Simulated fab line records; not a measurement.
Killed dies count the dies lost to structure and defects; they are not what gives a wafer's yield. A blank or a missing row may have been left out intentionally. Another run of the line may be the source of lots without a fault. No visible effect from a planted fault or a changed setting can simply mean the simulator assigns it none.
fab line records	flow nand-harc
record: lots: 6	wafers: 18	last-day: 24
route steps=1159 shown P_GATE@140 END@1159
lots with no fault: from the same line, run without faults
start-h: hours from the record's first day to the start of the lot's first wafer shown	wait-h: hours from the lot's prior step to this one	" the same as in the row above	L1.1+2: one row covering several wafers at once	- no value, or no start was given	* or withheld: withheld	< > ~ a bound
route shown NAME@n: names a module that has steps shown in the file, with the first one's number in the route	usual: the fault-free wafers' mean and standard deviation	same: alike in all rows	chamber/n: place in a boat	sites: readings site by site	_std_site: standard deviation across them	_edge_site: inner sites' mean taken away from outer sites' mean	radius-mm: for every site, how far away it sits from the centre of the wafer	mask NAME#n: copy n	behind: the last tool/chamber to shape the wafer	hold: the reason the lot was held/the length of the hold in hours/how it ended	device: which transistor (n, p or np) failed to switch	end of line: tests run on the same wafers once the route is complete	a step given without rows: its recipe and nothing more	killed: count of dies lost to structure and defects at first sort (not the wafer's yield)	map: shows each die of a wafer: x if killed, . if not, _ if none is there
set.NAME: the setting the step ran with; set.NAME@STEP: the setting that earlier step ran with	model.NAME: the simulator's own value behind a step, which no gauge read
certain route steps with their lots: each step a table, each wafer a row
services: a tool's chamber out of use, with start hour (start-h, from the record's first day; less than 0 if before it), hours out, and reason
== steps ==
step: NHARC_P_GATE_DEVELOP_25
recipe: develop-time-s: 35	dev-temp-c: 23
step: NHARC_P_GATE_CD_MEAS_26
recipe: target-cd-nm: 120	landing-energy-ev: 500
usual: cd-nm: 120.2/0.45
lot.wafer	tool	chamber	start-h	wait-h	cd-nm
L299.1	cd-sem-02	0	104.28	-	119.7
L299.3	"	0	"	"	120.1
L299.5	"	0	"	"	119.5
L301.3	cd-sem-02	0	115.70	-	119.9
L301.4	"	0	"	"	120.6
L301.5	"	0	"	"	119.9
L306.1	cd-sem-01	0	148.26	-	120.9
L306.2	"	0	"	"	120.6
L306.3	"	0	"	"	119.3
L307.2	cd-sem-02	0	153.07	-	120.0
L307.3	"	0	"	"	119.7
L307.5	"	0	"	"	120.6
L310.2	cd-sem-02	0	170.21	-	119.8
L310.3	"	0	"	"	119.9
L310.5	"	0	"	"	119.6
L320.1	cd-sem-03	0	219.95	-	119.6
L320.2	"	0	"	"	120.5
L320.4	"	0	"	"	120.0
step: NHARC_P_GATE_OVL_MEAS_27
usual: overlay-x-nm: 0.0/0.68	overlay-y-nm: 0.1/0.73
lot.wafer	tool	chamber	start-h	wait-h	overlay-x-nm	overlay-y-nm
L299.1	overlay-02	-	104.37	-	1.1	-0.7
L299.3	"	-	"	"	0.9	-0.5
L299.5	"	-	"	"	1.1	-0.8
L301.3	overlay-02	-	115.78	-	0.0	1.0
L301.4	"	-	"	"	0.2	1.4
L301.5	"	-	"	"	0.1	0.9
L306.1	overlay-02	-	148.36	-	-0.3	-0.2
L306.2	"	-	"	"	0.2	-0.9
L306.3	"	-	"	"	-0.6	-0.9
L307.2	overlay-01	-	153.15	-	0.1	0.4
L307.3	"	-	"	"	0.0	0.1
L307.5	"	-	"	"	0.8	0.4
L310.2	overlay-01	-	170.29	-	-0.4	0.5
L310.3	"	-	"	"	-0.9	0.7
L310.5	"	-	"	"	-0.8	0.8
L320.1	overlay-02	-	220.04	-	0.6	0.8
L320.2	"	-	"	"	1.2	0.6
L320.4	"	-	"	"	1.1	0.4
step: NHARC_P_GATE_INSPECT_28
usual: raw-defect-count: 6/3
lot.wafer	tool	chamber	start-h	wait-h	raw-defect-count
L299.1	defect-inspect-01	-	104.40	0.0	5
L299.3	"	-	"	"	1
L299.5	"	-	"	"	10
L301.3	defect-inspect-01	-	115.82	0.0	6
L301.4	"	-	"	"	10
L301.5	"	-	"	"	6
L306.1	defect-inspect-01	-	148.39	0.0	6
L306.2	"	-	"	"	6
L306.3	"	-	"	"	8
L307.2	defect-inspect-02	-	153.19	0.0	9
L307.3	"	-	"	"	7
L307.5	"	-	"	"	11
L310.2	defect-inspect-02	-	170.33	0.0	3
L310.3	"	-	"	"	2
L310.5	"	-	"	"	5
L320.1	defect-inspect-01	-	220.89	0.8	3
L320.2	"	-	"	"	2
L320.4	"	-	"	"	6
step: NHARC_P_GATE_DESCUM_31
recipe: time-s: 3	o2-flow-sccm: 200	ar-flow-sccm: 0	bias-power-w: 0	chemistry: O2
usual: drypump-motor-current-A: 5.8/0.48	oes-product-au: 1.001/0.0066	rf-vpp-V: 57.9/0.88	showerhead-plenum-p-Torr: 1.93/0.091	throttle-valve-pct: 11.310/0.01
lot.wafer	tool	chamber	start-h	wait-h	drypump-motor-current-A	oes-product-au	rf-hours-counter-h	rf-vpp-V	showerhead-plenum-p-Torr	throttle-valve-pct
L299.1	rie-diel-06	1	104.69	0.3	5.5	1.000	6	56.3	1.79	11.308
L299.3	"	3	"	"	6.6	0.998	6	58.3	2.02	11.327
L299.5	"	0	"	"	5.3	1.002	-	57.7	1.90	11.315
L301.3	rie-diel-05	1	115.88	0.1	5.9	1.001	44	58.2	2.04	11.326
L301.4	"	3	"	"	6.2	1.002	46	59.6	1.95	11.316
L301.5	"	1	"	"	5.9	1.008	-	59.0	2.04	11.309
L306.1	rie-diel-05	2	148.46	0.1	5.7	1.003	52	57.6	1.94	11.309
L306.2	"	0	"	"	6.1	1.006	61	59.1	2.06	11.317
L306.3	"	1	"	"	5.9	1.005	56	59.3	2.03	11.307
L307.2	rie-diel-13	0	153.27	0.1	5.9	1.006	19	59.2	1.79	11.312
L307.3	"	2	"	"	5.8	0.995	21	57.3	1.95	11.299
L307.5	"	2	"	"	5.8	1.007	-	57.9	1.95	11.322
L310.3	rie-diel-06	1	170.64	0.3	5.4	1.011	15	56.6	1.79	11.305
L310.2	"	2	"	"	5.0	1.006	14	58.0	2.02	11.300
L310.5	"	3	"	"	6.6	1.004	-	59.2	2.02	11.332
L320.1	rie-diel-13	0	220.95	0.1	5.8	1.002	53	58.8	1.78	11.313
L320.2	"	2	"	"	5.8	1.004	47	57.9	1.94	11.304
L320.4	"	0	"	"	5.9	0.995	-	56.1	1.77	11.305
step: NHARC_P_GATE_ETCH_104
recipe: target-depth-a: 600	time-s: withheld	cf4-flow-sccm: 100	chf3-flow-sccm: 30	ar-flow-sccm: 0	rf-w: 500	bias-w: 200	chemistry: CF4/CHF3
usual: bias-w: 200.1/0.57	cf4-flow-sccm: 99.97/0.28	drypump-motor-current-A: 5.8/0.48	oes-product-au: 0.938/0.017	rf-vpp-V: 371.2/2.5	showerhead-plenum-p-Torr: 1.59/0.071	throttle-valve-pct: 16.802/0.0094
lot.wafer	tool	chamber	start-h	wait-h	bias-w	cf4-flow-sccm	drypump-motor-current-A	oes-product-au	rf-vpp-V	showerhead-plenum-p-Torr	throttle-valve-pct
L299.1	rie-diel-06	1	105.30	0.6	200.7	100.27	5.4	0.947	367.4	1.48	16.806
L299.3	"	3	"	"	199.5	99.79	6.6	0.942	372.5	1.66	16.793
L299.5	"	0	"	"	199.5	99.47	5.2	0.937	371.2	1.56	16.804
L301.4	rie-diel-05	2	115.97	0.1	200.1	100.17	5.6	0.923	372.0	1.60	16.793
L301.3	"	3	"	"	198.7	100.29	6.2	0.930	370.5	1.60	16.806
L301.5	"	2	"	"	199.8	100.13	5.7	0.924	371.0	1.59	16.808
L306.3	rie-diel-05	0	148.54	0.1	200.1	100.10	6.1	0.986	375.2	1.68	16.816
L306.1	"	1	"	"	200.1	100.03	5.8	0.985	375.0	1.67	16.817
L306.2	"	3	"	"	200.4	99.80	6.2	0.973	370.9	1.60	16.802
L307.2	rie-diel-13	1	153.45	0.2	199.7	99.55	6.3	0.916	370.9	1.55	16.813
L307.3	"	2	"	"	199.9	100.06	5.8	0.937	370.5	1.60	16.803
L307.5	"	1	"	"	200.4	99.68	6.2	0.929	369.1	1.55	16.803
L310.3	rie-diel-06	3	170.71	0.1	199.8	99.97	6.6	0.918	372.9	1.65	16.801
L310.2	"	1	"	"	200.9	100.38	5.4	0.914	368.3	1.48	16.802
L310.5	"	3	"	"	200.8	100.02	6.6	0.918	372.7	1.65	16.810
L320.1	rie-diel-13	0	221.09	0.1	200.6	99.91	5.9	0.921	366.8	1.47	16.804
L320.2	"	2	"	"	200.4	100.10	5.8	0.933	371.8	1.59	16.795
L320.4	"	0	"	"	200.0	99.95	5.9	0.935	367.4	1.47	16.789
step: NHARC_P_GATE_HM_OPEN_105
recipe: target-depth-a: 3600	o2-flow-sccm: 400	cos-flow-sccm: 20	ar-flow-sccm: 0	rf-w: 500	bias-w: 300	chemistry: O2/COS
step: NHARC_P_GATE_STRIP_106
recipe: o2-flow-sccm: 400	cos-flow-sccm: 20	ar-flow-sccm: 0	bias-w: 0	chemistry: O2/COS
step: NHARC_P_GATE_ETCH_114
recipe: target-depth-a: 300	overetch-a: 30	time-s: 16.5	ion-energy-ev: 100	cf4-flow-sccm: 80	o2-flow-sccm: 20	ar-flow-sccm: 0	rf-w: 300	bias-w: 100	chemistry: CF4/O2
usual: bias-w: 99.96/0.27	cf4-flow-sccm: 80.00/0.22	drypump-motor-current-A: 5.8/0.49	oes-product-au: 1.002/0.0065	rf-vpp-V: 198.1/1.6	showerhead-plenum-p-Torr: 1.35/0.062	throttle-valve-pct: 13.397/0.0086
lot.wafer	tool	chamber	start-h	wait-h	bias-w	cf4-flow-sccm	drypump-motor-current-A	oes-product-au	rf-hours-counter-h	rf-vpp-V	showerhead-plenum-p-Torr	throttle-valve-pct
L299.1	rie-diel-06	1	-	-	100.25	79.65	5.5	1.006	7	196.1	1.25	13.411
L299.3	"	3	"	"	99.53	79.79	6.6	1.001	7	199.1	1.41	13.388
L299.5	"	0	"	"	99.95	79.82	5.3	1.010	-	197.3	1.33	13.400
L301.4	rie-diel-05	3	-	-	99.75	80.20	6.3	0.998	46	198.3	1.36	13.386
L301.3	"	2	"	"	100.52	79.69	5.6	0.996	42	198.4	1.35	13.395
L301.5	"	0	"	"	99.90	79.54	6.1	1.005	-	198.5	1.43	13.397
L306.2	rie-diel-05	2	-	-	99.80	80.07	5.6	1.008	52	198.4	1.35	13.391
L306.3	"	3	"	"	99.95	80.09	6.2	1.009	57	198.4	1.36	13.404
L306.1	"	1	"	"	100.19	80.38	5.9	1.008	56	200.1	1.42	13.394
L307.2	rie-diel-13	0	-	-	99.98	79.98	5.9	0.995	20	195.3	1.25	13.413
L307.3	"	1	"	"	99.47	80.03	6.2	1.000	19	196.4	1.31	13.416
L307.5	"	1	"	"	100.07	80.07	6.2	0.988	-	195.9	1.31	13.387
L310.3	rie-diel-06	3	-	-	99.50	80.02	6.6	0.994	22	198.4	1.41	13.395
L310.2	"	1	"	"	99.98	80.05	5.4	1.003	15	196.2	1.25	13.405
L310.5	"	3	"	"	99.47	80.00	6.6	0.999	-	199.3	1.41	13.380
L320.1	rie-diel-13	0	-	-	100.22	79.90	5.9	1.009	53	195.6	1.24	13.401
L320.2	"	2	"	"	100.15	80.23	5.8	1.003	47	197.3	1.35	13.408
L320.4	"	2	"	"	100.08	80.03	5.8	1.002	-	197.9	1.35	13.390
step: NHARC_P_GATE_ETCH_32
recipe: target-depth-a: 1500	over-etch-frac: 1	over-etch-ion-energy-ev: 40	time-s: 100.1	hbr-flow-sccm: 150	cl2-flow-sccm: 50	rf-w: 400	icp-w: 400	bias-w: 100	chemistry: HBr/Cl2
usual: bias-w: 100.0/0.31	drypump-motor-current-A: 5.8/0.49	oes-product-au: 1.003/0.0074	throttle-valve-pct: 26.405/0.0091
lot.wafer	tool	chamber	start-h	wait-h	bias-w	drypump-motor-current-A	oes-product-au	rf-hours-counter-h	throttle-valve-pct
L299.3	rie-si-03	0	106.09	-	100.1	5.5	0.999	1.1	26.406
L299.1	"	1	"	"	100.4	5.4	1.009	1.0	26.415
L299.5	"	2	"	"	100.2	6.3	1.003	-	26.402
L301.4	rie-si-02	1	116.34	-	100.6	5.8	0.997	0.8	26.405
L301.3	"	3	"	"	100.0	5.3	1.011	0.6	26.403
L301.5	"	1	"	"	99.9	5.8	0.996	-	26.416
L306.3	rie-si-03	3	148.93	-	99.7	6.7	0.992	1.4	26.408
L306.1	"	0	"	"	99.6	5.5	0.993	1.5	26.405
L306.2	"	1	"	"	100.3	5.4	0.991	1.4	26.407
L307.3	rie-si-02	0	154.38	-	99.6	5.6	1.011	1.0	26.419
L307.2	"	2	"	"	99.4	5.5	0.987	1.0	26.412
L307.5	"	3	"	"	99.9	5.3	1.009	-	26.416
L310.3	rie-si-04	2	171.13	-	99.9	6.6	1.005	0.5	26.403
L310.2	"	3	"	"	100.2	6.0	1.000	0.5	26.423
L310.5	"	3	"	"	100.2	6.0	1.002	-	26.414
L320.4	rie-si-03	1	221.62	-	100.0	5.4	1.002	0.6	26.390
L320.2	"	2	"	"	99.3	6.3	1.006	0.6	26.397
L320.1	"	3	"	"	99.9	6.7	1.014	0.6	26.410
step: NHARC_P_GATE_STRIP_108
recipe: o2-flow-sccm: 500	ar-flow-sccm: 0	bias-w: 0	chemistry: O2
step: NHARC_P_GATE_CD_MEAS_33
usual: cd-nm: 121.0/1.7
lot.wafer	tool	chamber	start-h	wait-h	cd-nm
L299.1	cd-sem-02	-	106.57	-	119.8
L299.3	"	-	"	"	122.0
L299.5	"	-	"	"	119.0
L301.3	cd-sem-03	-	116.71	-	122.6
L301.4	"	-	"	"	123.7
L301.5	"	-	"	"	124.9
L306.1	cd-sem-02	-	149.28	0.2	122.4
L306.2	"	-	"	"	121.0
L306.3	"	-	"	"	116.8
L307.2	cd-sem-02	-	154.73	0.2	118.6
L307.3	"	-	"	"	119.1
L307.5	"	-	"	"	117.4
L310.2	cd-sem-01	-	171.57	-	118.9
L310.3	"	-	"	"	124.1
L310.5	"	-	"	"	120.1
L320.1	cd-sem-02	-	222.05	0.2	119.4
L320.2	"	-	"	"	119.3
L320.4	"	-	"	"	122.8
step: NHARC_P_GATE_STRIP_35
recipe: time-s: 600	temp-c: 130	chemistry: SPM
lot.wafer	tool	chamber	start-h	wait-h
L299.5+3+1	wet-bench-02	5,0,1	106.66	0.1
L301.4+3+5	wet-bench-05	2,4,5	116.79	0.1
L306.2+3+1	wet-bench-01	2,4,6	149.37	0.1
L307.2+3+5	wet-bench-02	0,1,5	154.81	0.1
L310.2+3+5	wet-bench-02	3,4,6	171.66	0.1
L320.2+4+1	wet-bench-05	1,2,4	222.14	0.1
step: NHARC_P_GATE_PRECLEAN_73
recipe: time-s: *	temp-c: 50	bath-age-min: 0	chemistry: SC1
step: NHARC_P_GATE_SRD_74
step: NHARC_P_GATE_ALD_36
recipe: target-thk-a: 200	pulse-time-s: 60	ald-cycles: 223	temp-c: 400	material: SiNx
step: NHARC_P_GATE_ETCHBACK_37
recipe: target-depth-a: 345	time-s: 17.2	chf3-flow-sccm: 50	o2-flow-sccm: 10	ar-flow-sccm: 200	rf-w: 500	bias-w: 200	chemistry: CHF3/O2
usual: bias-w: 200.1/0.6	chf3-flow-sccm: 49.99/0.14	drypump-motor-current-A: 5.8/0.54	oes-product-au: 0.95/0.036	rf-vpp-V: 370.9/2.6	showerhead-plenum-p-Torr: 2.41/0.11	throttle-valve-pct: 20.572/0.0091
lot.wafer	tool	chamber	start-h	wait-h	bias-w	chf3-flow-sccm	drypump-motor-current-A	oes-product-au	rf-hours-counter-h	rf-vpp-V	showerhead-plenum-p-Torr	throttle-valve-pct
L299.1	rie-diel-06	1	-	-	200.0	50.09	5.4	0.93	10	367.1	2.25	20.565
L299.3	"	2	"	"	199.7	50.03	5.0	1.01	3	372.5	2.53	20.555
L299.5	"	2	"	"	199.7	49.92	5.0	1.00	-	374.8	2.53	20.571
L301.3	rie-diel-06	0	-	-	198.7	50.01	5.3	1.00	11	370.1	2.39	20.594
L301.5	"	3	"	"	200.2	50.00	6.7	1.00	-	373.6	2.53	20.585
L301.4	"	0	"	"	199.8	49.91	5.3	0.99	-	370.0	2.39	20.569
L306.2	rie-diel-06	3	-	-	199.9	50.04	6.6	0.92	19	373.9	2.53	20.576
L306.3	"	1	"	"	200.3	49.88	5.4	1.02	11	368.0	2.25	20.553
L306.1	"	2	"	"	200.3	50.22	5.0	0.92	11	373.3	2.53	20.578
L307.3	rie-diel-06	0	-	-	200.2	49.97	5.3	0.99	19	370.6	2.38	20.569
L307.2	"	1	"	"	200.3	50.17	5.4	1.00	13	366.8	2.25	20.580
L307.5	"	0	"	"	200.3	49.88	5.3	1.00	-	370.2	2.38	20.585
L310.2	rie-diel-13	1	-	-	199.8	50.19	6.2	0.92	34	371.3	2.36	20.569
L310.3	"	0	"	"	200.0	50.12	5.9	0.92	-	366.7	2.24	20.571
L310.5	"	1	"	"	199.2	50.22	6.2	0.92	-	369.7	2.36	20.565
L320.2	rie-diel-06	3	-	-	199.5	50.04	6.6	1.00	33	373.2	2.52	20.592
L320.4	"	0	"	"	199.2	50.08	5.3	1.01	32	370.4	2.38	20.569
L320.1	"	1	"	"	200.8	50.08	5.4	1.00	26	367.3	2.25	20.587
step: NHARC_P_GATE_STRIP_101
recipe: time-s: 20	o2-flow-sccm: 500	ar-flow-sccm: 0	bias-w: 0	chemistry: O2
step: NHARC_P_GATE_PRECLEAN_97
recipe: time-s: 600	temp-c: 120	chemistry: SPM
step: NHARC_P_GATE_SRD_98
step: NHARC_P_GATE_PRECLEAN_99
recipe: time-s: *	temp-c: 50	bath-age-min: 0	chemistry: SC1
step: NHARC_P_GATE_SRD_100
step: NHARC_P_GATE_DEHYDRATE_38
recipe: temp-c: 150	time-s: 120
step: NHARC_P_GATE_HMDS_39
recipe: time-s: 30
step: NHARC_P_GATE_COAT_40
recipe: spin-rpm: 3000
step: NHARC_P_GATE_SOFTBAKE_41
recipe: temp-c: 122	time-s: 95
step: NHARC_P_GATE_EBR_42
step: NHARC_P_GATE_EXPOSE_43
recipe: na: 0.6	target-cd-nm: 720	dose-mj: 14.81	mask-id: P_NSD
step: NHARC_P_GATE_PEB_44
recipe: peb-temp-c: 118	peb-time-s: 85
step: NHARC_P_GATE_DEVELOP_45
recipe: time-s: 70
step: NHARC_P_GATE_CD_MEAS_46
recipe: target-cd-nm: 720	landing-energy-ev: 500
usual: cd-nm: 719.9/1.6
lot.wafer	tool	chamber	start-h	wait-h	cd-nm
L299.1	cd-sem-02	0	117.57	-	720.7
L299.3	"	0	"	"	717.6
L299.5	"	0	"	"	718.8
L301.3	cd-sem-02	0	127.87	-	717.8
L301.4	"	0	"	"	717.9
L301.5	"	0	"	"	716.2
L306.1	cd-sem-03	0	160.17	-	720.9
L306.2	"	0	"	"	720.7
L306.3	"	0	"	"	719.9
L307.2	cd-sem-03	0	165.71	-	721.0
L307.3	"	0	"	"	721.5
L307.5	"	0	"	"	719.3
L310.2	cd-sem-01	0	182.69	-	721.6
L310.3	"	0	"	"	721.9
L310.5	"	0	"	"	721.4
L320.1	cd-sem-02	0	232.97	-	721.1
L320.2	"	0	"	"	719.4
L320.4	"	0	"	"	721.9
step: NHARC_P_GATE_HARDBAKE_47
recipe: temp-c: 125	time-s: 80
step: NHARC_P_GATE_DESCUM_48
recipe: time-s: 3	o2-flow-sccm: 200	ar-flow-sccm: 0	bias-power-w: 0	chemistry: O2
step: NHARC_P_GATE_IMPLANT_49
recipe: energy-kev: 30	dose-cm2: 3e+15	tilt-deg: 7
step: NHARC_P_GATE_STRIP_111
recipe: power-w: 1500	temp-c: 110	time-s: 250	chemistry: N2/H2
step: NHARC_P_GATE_STRIP_75
recipe: power-w: 1500	temp-c: 250	chemistry: O2
step: NHARC_P_GATE_STRIP_50
recipe: time-s: 900	temp-c: 130	chemistry: SPM
step: NHARC_P_GATE_DEHYDRATE_51
recipe: temp-c: 150	time-s: 120
step: NHARC_P_GATE_HMDS_52
recipe: time-s: 30
step: NHARC_P_GATE_COAT_53
recipe: spin-rpm: 3000
step: NHARC_P_GATE_SOFTBAKE_54
recipe: temp-c: 122	time-s: 95
step: NHARC_P_GATE_EBR_55
step: NHARC_P_GATE_INSPECT_68
usual: raw-defect-count: 225/100
lot.wafer	tool	chamber	start-h	wait-h	raw-defect-count
L299.1	defect-inspect-02	-	124.17	0.2	160
L299.3	"	-	"	"	147
L299.5	"	-	"	"	169
L301.3	defect-inspect-01	-	134.47	0.1	253
L301.4	"	-	"	"	178
L301.5	"	-	"	"	169
L306.1	defect-inspect-01	-	166.86	0.2	232
L306.2	"	-	"	"	184
L306.3	"	-	"	"	195
L307.2	defect-inspect-02	-	172.39	0.1	989
L307.3	"	-	"	"	837
L307.5	"	-	"	"	874
L310.2	defect-inspect-01	-	190.84	0.1	930
L310.3	"	-	"	"	1116
L310.5	"	-	"	"	1081
L320.1	defect-inspect-02	-	239.56	0.2	122
L320.2	"	-	"	"	106
L320.4	"	-	"	"	127
step: NHARC_END_SORT_01
recipe: temp-c: 25
usual: killed-at-array: 31/12	killed-at-other: 0.6/0.85	killed-at-periphery: 3.0/2.3	killed-dies: 35/12	killed-open: 3.2/1.9	killed-short: 1.8/1.4
same: gross-dies: 677
lot.wafer	tool	chamber	start-h	wait-h	killed-at-array	killed-at-other	killed-at-periphery	killed-dies	killed-open	killed-short
L301.3	prober-02	0	455.03	3.1	38	2	2	42	2	3
L301.4	prober-02	0	455.85	3.5	37	0	6	43	4	5
L301.5	prober-02	0	456.67	3.8	34	0	2	36	8	0
L299.1	prober-01	0	461.25	2.5	30	0	4	34	3	3
L299.3	prober-01	0	462.83	3.1	39	0	1	40	5	1
L299.5	prober-01	0	464.40	3.6	38	0	1	39	0	4
L307.2	prober-01	0	509.50	2.8	34	0	93	127	3	1
L307.3	prober-01	0	510.31	3.1	37	0	62	99	6	1
L307.5	prober-01	0	511.92	3.7	46	1	48	95	6	3
L310.2	prober-02	0	542.31	2.8	24	0	92	116	3	0
L310.3	prober-02	0	543.11	3.1	35	1	66	102	3	2
L310.5	prober-02	0	544.70	3.7	24	0	59	83	0	0
killed by level:class
L301.3 A_CHANNEL_HOLE_D1:chamber-film-flake=17 A_SLIT:chamber-film-flake=10 A_STAIRCASE:chamber-film-flake=4 A_CONTACT:chamber-film-flake=3 STARTING-WAFER:geometric-particle:short=2 A_CHANNEL_FILL_D1:chamber-film-flake=2 P_CONTACT:geometric-particle:open=1 A_M0:geometric-particle:open=1
L301.4 A_SLIT:chamber-film-flake=16 A_CHANNEL_HOLE_D1:chamber-film-flake=11 A_STAIRCASE:chamber-film-flake=3 P_CONTACT:geometric-particle:open=2 A_SOURCE_PLATE:geometric-particle:short=2 P_ZERO_WELL:chamber-film-flake=2 A_CONTACT:chamber-film-flake=2 P_STI:geometric-particle:short=1
L301.5 A_CHANNEL_HOLE_D1:chamber-film-flake=12 A_SLIT:chamber-film-flake=10 A_CONTACT:chamber-film-flake=5 A_ONON_D1:geometric-particle:open=4 P_GATE:geometric-particle:open=2 A_M0:geometric-particle:open=1 A_M1:geometric-particle:open=1 A_STAIRCASE:chamber-film-flake=1
L299.1 A_CHANNEL_HOLE_D1:chamber-film-flake=15 A_SLIT:chamber-film-flake=9 A_STAIRCASE:chamber-film-flake=2 P_CONTACT:geometric-particle:open=1 P_M0:geometric-particle:open=1 P_M2:geometric-particle:short=1 A_ONON_D1:geometric-particle:short=1 A_WL_FILL:geometric-particle:open=1
L299.3 A_SLIT:chamber-film-flake=13 A_CHANNEL_HOLE_D1:chamber-film-flake=11 A_STAIRCASE:chamber-film-flake=4 A_CONTACT:chamber-film-flake=4 A_CONTACT:geometric-particle:open=2 A_BLC:chamber-film-flake=2 P_M1:geometric-particle:open=1 A_CHANNEL_FILL_D1:geometric-particle:open=1
L299.5 A_CHANNEL_HOLE_D1:chamber-film-flake=19 A_SLIT:chamber-film-flake=14 A_ONON_D1:geometric-particle:short=2 A_SGD_CUT:geometric-particle:short=1 A_WL_FILL:geometric-particle:short=1 P_ZERO_WELL:chamber-film-flake=1 A_STAIRCASE:chamber-film-flake=1
L307.2 P_GATE:unspecified=91 A_SLIT:chamber-film-flake=13 A_CHANNEL_HOLE_D1:chamber-film-flake=12 A_WL_FILL:chamber-film-flake=2 A_CONTACT:chamber-film-flake=2 P_M0:geometric-particle:open=1 A_ONON_D1:geometric-particle:open=1 A_CHANNEL_FILL_D1:geometric-particle:open=1
L307.3 P_GATE:unspecified=60 A_CHANNEL_HOLE_D1:chamber-film-flake=16 A_SLIT:chamber-film-flake=13 A_CONTACT:geometric-particle:open=3 A_STAIRCASE:chamber-film-flake=2 P_M2:geometric-particle:open=1 P_M2:geometric-particle:short=1 A_CHANNEL_FILL_D1:geometric-particle:open=1
L307.5 P_GATE:unspecified=45 A_CHANNEL_HOLE_D1:chamber-film-flake=18 A_SLIT:chamber-film-flake=16 A_CONTACT:geometric-particle:open=3 P_ZERO_WELL:chamber-film-flake=3 A_STAIRCASE:chamber-film-flake=3 A_SOURCE_PLATE:geometric-particle:short=1 A_ONON_D1:geometric-particle:open=1
L310.2 P_GATE:unspecified=90 A_SLIT:chamber-film-flake=10 A_CONTACT:chamber-film-flake=5 A_STAIRCASE:chamber-film-flake=4 A_CHANNEL_HOLE_D1:chamber-film-flake=2 P_M0:geometric-particle:open=1 P_M2:geometric-particle:open=1 A_ONON_D1:geometric-particle:open=1
L310.3 P_GATE:unspecified=66 A_SLIT:chamber-film-flake=16 A_STAIRCASE:chamber-film-flake=7 A_CHANNEL_HOLE_D1:chamber-film-flake=5 A_M0:geometric-particle:open=2 A_CONTACT:chamber-film-flake=2 A_CHANNEL_FILL_D1:geometric-particle:short=1 A_WL_FILL:geometric-particle:open=1
L310.5 P_GATE:unspecified=58 A_SLIT:chamber-film-flake=13 A_CHANNEL_HOLE_D1:chamber-film-flake=4 A_STAIRCASE:chamber-film-flake=4 A_CONTACT:chamber-film-flake=2 P_STI:chamber-film-flake=1 A_CHANNEL_FILL_D1:chamber-film-flake=1
map L307.2 (x killed, . not)
____________.____________
_________......._________
_______..........._______
______...x.........______
_____............x.._____
____.................____
____...x.x...........____
___.....x..x..........___
___...xxxxxx..........___
__.....xxxxxx..........__
__.x..xxxxxxxx.........__
_.....xxxxxxx..........._
_...x.xxxxxxx....xx....._
_.....xxxxxxxx.........._
_....xxxxxxxxx.xx......._
_....xxxxxxxx..xxxxx...._
.....xxxxxxxx...xxxx.....
......xxxxxxx.....xxx....
.......xxxxxx...x...x....
......x.xx.....xx...x.x..
.......x..xx.......x.....
_........x.......x......_
_......x.........x.....x_
_......................._
_......................._
_..................x...._
__.....................__
__...............x.....__
___.......x...........___
___...................___
____.................____
____.................____
_____..............._____
______.............______
_______..........._______
_________x...x.._________
____________.____________
map L310.2 (x killed, . not)
____________.____________
_________......._________
_______..........._______
______.............______
_____..........x...._____
____.................____
____.................____
___..x................___
___...................___
__.....................__
__.............x.......__
_...................x..._
_..............xx...xxx._
_..........x.x...xxx.xx._
_.............x.xxxxxxx._
_................xxxxxxx_
.............x...xxxxxxxx
..............x..xxxxxxxx
..............x.xxxxxxxxx
................xxxxxxxxx
...............xxxxxxxxx.
_.............x.xxxxxxxx_
_x...........xx..xxxxxxx_
_....x..........xxxxx.x._
_................xxxxx.x_
_..................xxx.._
__..................x..__
__.....................__
___........x..........___
___........x..x.......___
____.................____
____.................____
_____..............._____
______.............______
_______..........._______
_________......._________
____________.____________
== services ==
tool	chamber	start-h	hours	kind
rie-diel-06	2	80.88	28.2	repair
rie-diel-05	-	83.98	0.6	repair
rie-si-03	3	92.30	16.4	repair
rie-diel-06	0	98.08	-	clean
rie-diel-06	1	98.08	-	clean
rie-si-04	-	99.00	9.0	pm
rie-diel-13	-	99.07	9.0	pm
rie-diel-06	1	118.90	36.4	repair
rie-diel-06	0	131.80	9.3	repair
rie-si-02	-	133.78	0.2	repair
rie-diel-13	3	135.60	88.1	repair
rie-si-03	-	155.00	9.0	pm
rie-diel-05	-	164.39	9.0	pm
rie-si-02	3	177.40	4.0	repair
wet-bench-02	-	180.11	8.0	pm
rie-diel-13	2	181.36	1.6	repair
rie-diel-13	2	191.41	6.1	repair
rie-diel-13	-	193.39	0.4	repair
wet-bench-05	-	196.80	8.0	pm
rie-si-02	-	211.00	9.0	pm
rie-si-03	3	211.19	2.0	repair
wet-bench-01	-	213.60	8.0	pm
rie-diel-13	1	219.31	4.5	repair
rie-si-04	-	223.77	0.6	repair
== key ==
first-sign: step: NHARC_P_GATE_INSPECT_68	reading: raw-defect-count	direction: up	sigmas: 7.2	usual: 225	struck: 971
effect: step: NHARC_END_SORT_01	reading: killed-at-periphery	direction: up	sigmas: 30	usual: 3.0	struck: 70
more-kills-born-at: NHARC_P_GATE_STRIP_35@wet-bench-02: 410
met-at NHARC_P_GATE_STRIP_35
struck-wafers L307.2,L307.3,L307.5,L310.2,L310.3,L310.5
tester-left-out L307,L310
onset-between 106.66 154.81
fault: kind: chamber-particle-source	tool: wet-bench-02	chamber: -	onset-h: 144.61	steps: NHARC_P_GATE_STRIP_35	rate-per-visit-cm2: 1.0603	end-h: 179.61
tester-left-out: of these lots the tester's yield and bins aren't shown, on N5 and GAA mostly nor the transistor test; their killed dies are dies lost to structure and defects alone, not to doping, threshold or leakage, so they don't give the yield
